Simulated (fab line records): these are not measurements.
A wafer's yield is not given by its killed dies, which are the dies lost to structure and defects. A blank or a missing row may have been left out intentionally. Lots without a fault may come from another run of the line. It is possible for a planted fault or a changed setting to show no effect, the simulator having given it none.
Lot-split experiment    flow n5_finfet    21 wafers read across 7 lots, on a route 1938 steps long

THE SPLIT ITSELF
At N5_BEOL_M15_TRENCH_ETCH_34 (etches SiO2 in C4F8/O2/Ar, target depth 872.93 nm, time 199 s), the setting time_s was moved away from the recipe's 199 s on 7 of the 21 wafers read, by -22.0% to +12.2%. This setting was run at the recipe's value on the other wafers.

The reading comes from the split's own step.

THE READING
coat_of_BEOL_M15_COAT_22.thk_nm (the simulator's own value, which no gauge read), in nm, at N5_BEOL_M15_TRENCH_ETCH_34 (etches SiO2 in C4F8/O2/Ar, target depth 872.93 nm, time 199 s). No usual value for it is given in the file. Average 543.4 nm, standard deviation 7.6 nm, over the 14 wafers here run with the recipe.

wafer   tool, chamber at the split  time_s as run, s  against the recipe  coat_of_BEOL_M15_COAT_22.thk_nm, nm  against lot-mates on the recipe
L081.2  rie_diel-04, 1              199               recipe              538.6                                -
L081.4  rie_diel-04, 0              199               recipe              549.4                                -
L081.6  rie_diel-04, 2              199               recipe              535.2                                -
L082.4  rie_diel-01, 1              199               recipe              552.8                                -
L082.5  rie_diel-01, 0              223.2             +12.2%              529                                  -23.8
L082.6  rie_diel-01, 2              223.2             +12.2%              518.4                                -34.4
L085.2  rie_diel-04, 0              199               recipe              547.2                                -
L085.3  rie_diel-04, 3              199               recipe              537.6                                -
L085.4  rie_diel-04, 1              199               recipe              535.6                                -
L086.1  rie_diel-05, 3              199               recipe              558.2                                -
L086.3  rie_diel-05, 1              199               recipe              546.6                                -
L086.5  rie_diel-05, 2              199               recipe              545.6                                -
L089.4  rie_diel-04, 0              161               -19.1%              584.6                                +43.8
L089.5  rie_diel-04, 3              199               recipe              537.8                                -
L089.6  rie_diel-04, 2              199               recipe              543.8                                -
L090.2  rie_diel-01, 0              199               recipe              549.2                                -
L090.3  rie_diel-01, 1              221.6             +11.4%              529.4                                -19.8
L090.4  rie_diel-01, 3              221.6             +11.4%              516                                  -33.2
L097.4  rie_diel-05, 2              155.2             -22.0%              582.2                                +52.4
L097.5  rie_diel-05, 3              155.2             -22.0%              592.4                                +62.6
L097.6  rie_diel-05, 0              199               recipe              529.8                                -

FIT RESULTS
A straight line over all 21 wafers: coat_of_BEOL_M15_COAT_22.thk_nm changes by -1.94 nm for each +1% of time_s; r = -0.93; the points scatter about the line by 7.4 nm.
The same after taking each lot's own level away (the mean of its wafers on the recipe; 21 wafers): -2.48 nm for each +1%; r = -0.98; scatter 5.3 nm.
Per that fit: largest time_s move, reading shift of 54 nm.
The lots' own levels span 529.80 to 552.80 nm, that is 3.0 times the standard deviation above.
Hence the slope depends on the lot-to-lot level, as the two fits are not the same.
Check: for one of the wafers moved furthest among these (-22.0%), held out of the fit, the line's prediction against its lot-mates is +55.8 nm. It came out at +52.4 nm against them.

THESE WAFERS: OTHER SPLITS
These wafers also went through other splits before the reading. Each is held against what the fit with the lots' levels taken away leaves over:
other split on the same wafers  wafers away from the commonest value  r with coat_of_BEOL_M15_COAT_22.thk_nm (lot level and that fit taken away)
N5_BEOL_M10_COAT_60 spin_rpm    7                                     -0.04
N5_BEOL_M13_ILD_DEP_00 time_s   10                                    -0.10
N5_BEOL_M13_COAT_58 spin_rpm    4                                     +0.09
N5_BEOL_M14_COAT_58 spin_rpm    4                                     +0.02
N5_BEOL_M14_ETCH_59 time_s      4                                     -0.51

THE WHOLE CHAIN: every reading that the file lists as answering this split, in the file's order
step                        what it does                                                   reading                                                                           change (the file's fit)               r (the file's)
N5_BEOL_M15_TRENCH_ETCH_34  etches SiO2 in C4F8/O2/Ar, target depth 872.93 nm, time 199 s  etch.depth_nm (the simulator's own value, which no gauge read)                    +10.3 nm for each +1% of the setting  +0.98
N5_BEOL_M15_TRENCH_ETCH_34  etches SiO2 in C4F8/O2/Ar, target depth 872.93 nm, time 199 s  coat_of_BEOL_M15_COAT_22.thk_nm (the simulator's own value, which no gauge read)  -2.45 nm for each +1% of the setting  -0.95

THE FILE'S OWN FIT
coat_of_BEOL_M15_COAT_22.thk_nm changes by -2.45 nm for each +1% of time_s, r = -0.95.
